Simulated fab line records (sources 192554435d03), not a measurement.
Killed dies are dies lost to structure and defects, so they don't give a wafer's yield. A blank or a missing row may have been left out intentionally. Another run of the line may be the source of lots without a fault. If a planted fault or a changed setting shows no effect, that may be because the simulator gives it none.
Which tool is to blame? | flow n5_finfet | Sampling: 12 lots, 36 wafers, 4 of 1938 route steps

WHAT THE GAUGES SHOWED, per wafer
No reading from a measuring or inspecting step in the record can be judged against a usual standard deviation.

TOOL THAT RAN EACH LOT (tool first, then ch and the chambers of the sampled wafers, then the start)
lot  | N5_BEOL_M15_SPUTTER_43       | N5_BEOL_M15_ANNEAL_48            | N5_MIM_BOT_SPUTTER_00        | N5_MIM_TOP_SPUTTER_03
L536 | pvd_sputter-01, day 12 02:32 | rtp_anneal-01 ch 0, day 12 03:09 | pvd_sputter-03, day 12 06:13 | pvd_sputter-01, day 12 07:06
L538 | pvd_sputter-03, day 12 21:26 | rtp_anneal-02 ch 0, day 12 22:01 | pvd_sputter-02, day 12 23:48 | pvd_sputter-01, day 13 00:23
L539 | pvd_sputter-02, day 13 05:55 | rtp_anneal-02 ch 0, day 13 06:28 | pvd_sputter-02, day 13 10:20 | pvd_sputter-02, day 13 11:20
L547 | pvd_sputter-02, day 15 17:16 | rtp_anneal-02 ch 0, day 15 18:00 | pvd_sputter-03, day 15 20:22 | pvd_sputter-02, day 15 21:25
L546 | pvd_sputter-03, day 15 17:19 | rtp_anneal-01 ch 0, day 15 17:59 | pvd_sputter-02, day 15 20:47 | pvd_sputter-03, day 15 23:25
L544 | pvd_sputter-02, day 15 20:25 | rtp_anneal-01 ch 0, day 15 21:02 | pvd_sputter-02, day 15 23:55 | pvd_sputter-03, day 16 00:42
L549 | pvd_sputter-03, day 16 13:53 | rtp_anneal-02 ch 0, day 16 14:33 | pvd_sputter-01, day 16 16:30 | pvd_sputter-03, day 16 18:34
L556 | pvd_sputter-03, day 17 17:28 | rtp_anneal-02 ch 0, day 17 18:02 | pvd_sputter-03, day 17 22:58 | pvd_sputter-03, day 18 00:02
L553 | pvd_sputter-02, day 17 21:16 | rtp_anneal-02 ch 0, day 17 21:50 | pvd_sputter-01, day 18 00:11 | pvd_sputter-03, day 18 05:01
L552 | pvd_sputter-02, day 18 00:18 | rtp_anneal-01 ch 0, day 18 01:29 | pvd_sputter-01, day 18 05:14 | pvd_sputter-03, day 18 05:53
L555 | pvd_sputter-02, day 18 05:31 | rtp_anneal-02 ch 0, day 18 06:04 | pvd_sputter-03, day 18 08:25 | pvd_sputter-01, day 18 09:09
L557 | pvd_sputter-01, day 18 08:27 | rtp_anneal-01 ch 0, day 18 09:10 | pvd_sputter-03, day 18 12:22 | pvd_sputter-02, day 18 13:16
- N5_BEOL_M15_SPUTTER_43: material TaN, target thk 15 nm, time 24.19 s.
- N5_BEOL_M15_ANNEAL_48: time 90 s.
- N5_MIM_BOT_SPUTTER_00: material TiN, target thk 35 nm, time 89.7 s.
- N5_MIM_TOP_SPUTTER_03: material TiN, target thk 35 nm, time 89.7 s.

AS READ BY THE TOOLS THEMSELVES (means over the sampled wafers that have a number; for cases with no such wafer, the mark the record gives instead)
N5_BEOL_M15_SPUTTER_43. Usual: chamber_pressure_pa 0.11999 Pa, standard deviation 0.00025; throttle_valve_pct 30.1 %, standard deviation 1.
lot  | tool           | chamber_pressure_pa (Pa) | throttle_valve_pct (%) | flag
L536 | pvd_sputter-01 | 0.12003                  | 30.0                   |
L538 | pvd_sputter-03 | 0.11995                  | 29.6                   |
L539 | pvd_sputter-02 | 0.12015                  | 29.9                   |
L547 | pvd_sputter-02 | 0.11986                  | 30.5                   |
L546 | pvd_sputter-03 | 0.11989                  | 29.6                   |
L544 | pvd_sputter-02 | 0.11991                  | 30.1                   |
L549 | pvd_sputter-03 | 0.12001                  | 29.7                   |
L556 | pvd_sputter-03 | 0.12019                  | 30.6                   |
L553 | pvd_sputter-02 | 0.11994                  | 29.6                   |
L552 | pvd_sputter-02 | 0.12008                  | 28.8                   |
L555 | pvd_sputter-02 | 0.12004                  | 29.5                   |
L557 | pvd_sputter-01 | 0.12008                  | 30.3                   |

N5_BEOL_M15_ANNEAL_48. Usual: 225.84 for wafer_temp_C_max, sd 0.24.
lot  | tool          | wafer_temp_C_max | flag
L536 | rtp_anneal-01 | 226.06           |
L538 | rtp_anneal-02 | 225.75           |
L539 | rtp_anneal-02 | 226.12           |
L547 | rtp_anneal-02 | 225.77           |
L546 | rtp_anneal-01 | 226.05           |
L544 | rtp_anneal-01 | 225.82           |
L549 | rtp_anneal-02 | 225.82           |
L556 | rtp_anneal-02 | 225.72           |
L553 | rtp_anneal-02 | 225.76           |
L552 | rtp_anneal-01 | 225.90           |
L555 | rtp_anneal-02 | 225.75           |
L557 | rtp_anneal-01 | 225.70           |

N5_MIM_BOT_SPUTTER_00. Usual: chamber_pressure_pa 0.5000 Pa, standard deviation 0.00099; throttle_valve_pct 30.1 %, standard deviation 1.1.
lot  | tool           | chamber_pressure_pa (Pa) | throttle_valve_pct (%) | flag
L536 | pvd_sputter-03 | 0.4996                   | 30.3                   |
L538 | pvd_sputter-02 | 0.4997                   | 30.0                   |
L539 | pvd_sputter-02 | 0.5006                   | 30.0                   |
L547 | pvd_sputter-03 | 0.5005                   | 29.3                   |
L546 | pvd_sputter-02 | 0.5396                   | 28.2                   | OFF
L544 | pvd_sputter-02 | 0.5400                   | 28.9                   | OFF
L549 | pvd_sputter-01 | 0.5008                   | 30.3                   |
L556 | pvd_sputter-03 | 0.4994                   | 29.6                   |
L553 | pvd_sputter-01 | 0.5002                   | 30.6                   |
L552 | pvd_sputter-01 | 0.5007                   | 30.0                   |
L555 | pvd_sputter-03 | 0.5003                   | 30.0                   |
L557 | pvd_sputter-03 | 0.4990                   | 30.5                   |

N5_MIM_TOP_SPUTTER_03. Usual: chamber_pressure_pa 0.4999 Pa, standard deviation 0.00098; throttle_valve_pct 30.2 %, standard deviation 0.95.
lot  | tool           | chamber_pressure_pa (Pa) | throttle_valve_pct (%) | flag
L536 | pvd_sputter-01 | 0.5000                   | 31.2                   |
L538 | pvd_sputter-01 | 0.4999                   | 30.0                   |
L539 | pvd_sputter-02 | 0.4994                   | 29.4                   |
L547 | pvd_sputter-02 | 0.5009                   | 30.5                   |
L546 | pvd_sputter-03 | 0.5001                   | 30.0                   |
L544 | pvd_sputter-03 | 0.5003                   | 30.8                   |
L549 | pvd_sputter-03 | 0.4998                   | 29.7                   |
L556 | pvd_sputter-03 | 0.4998                   | 29.7                   |
L553 | pvd_sputter-03 | 0.5016                   | 30.4                   |
L552 | pvd_sputter-03 | 0.4996                   | 29.6                   |
L555 | pvd_sputter-01 | 0.4999                   | 30.6                   |
L557 | pvd_sputter-02 | 0.4997                   | 31.3                   |

THE ANSWER, worked out from the rows above alone
Rule: lot off if the mean of its wafers having a number is beyond 3 standard deviations from the usual mean. A lot without any number at a reading at which 4 lots or more have one is off too. Any other lot the step has rows for is counted as sound. First the gauges in route order, then the tools' own readings, where a lot's mean is used as printed above. The first step at which some lot is off is used, and at that step the reading that is off furthest; a lot without a number counts as furthest.
Off, at N5_MIM_BOT_SPUTTER_00 on chamber_pressure_pa: L546, L544.
A tool fits if, at that step or a process step before it, it ran every lot that is off, and no sound lot after the first of them. One fits: N5_MIM_BOT_SPUTTER_00 on pvd_sputter-02. Its last sound lot is L539 (day 13 10:20), its first lot that is off L546 (day 15 20:47): a fault that began between those two fits.
On the lots that are off, the tool's own readings at N5_MIM_BOT_SPUTTER_00 differ by more than 5 times the standard deviation of the sound lots' means, which bears it out; chamber_pressure_pa reads 0.5398 Pa there versus 0.5001 Pa on the sound lots.

WHAT THE SIMULATOR HAD INSERTED
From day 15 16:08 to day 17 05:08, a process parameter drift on pvd_sputter-02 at N5_MIM_BOT_SPUTTER_00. Setting chamber_pressure_pa, moved by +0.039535, from 0.49996. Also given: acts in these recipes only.
Shown lots that were struck: L546, L544. Same finding as the rule above.
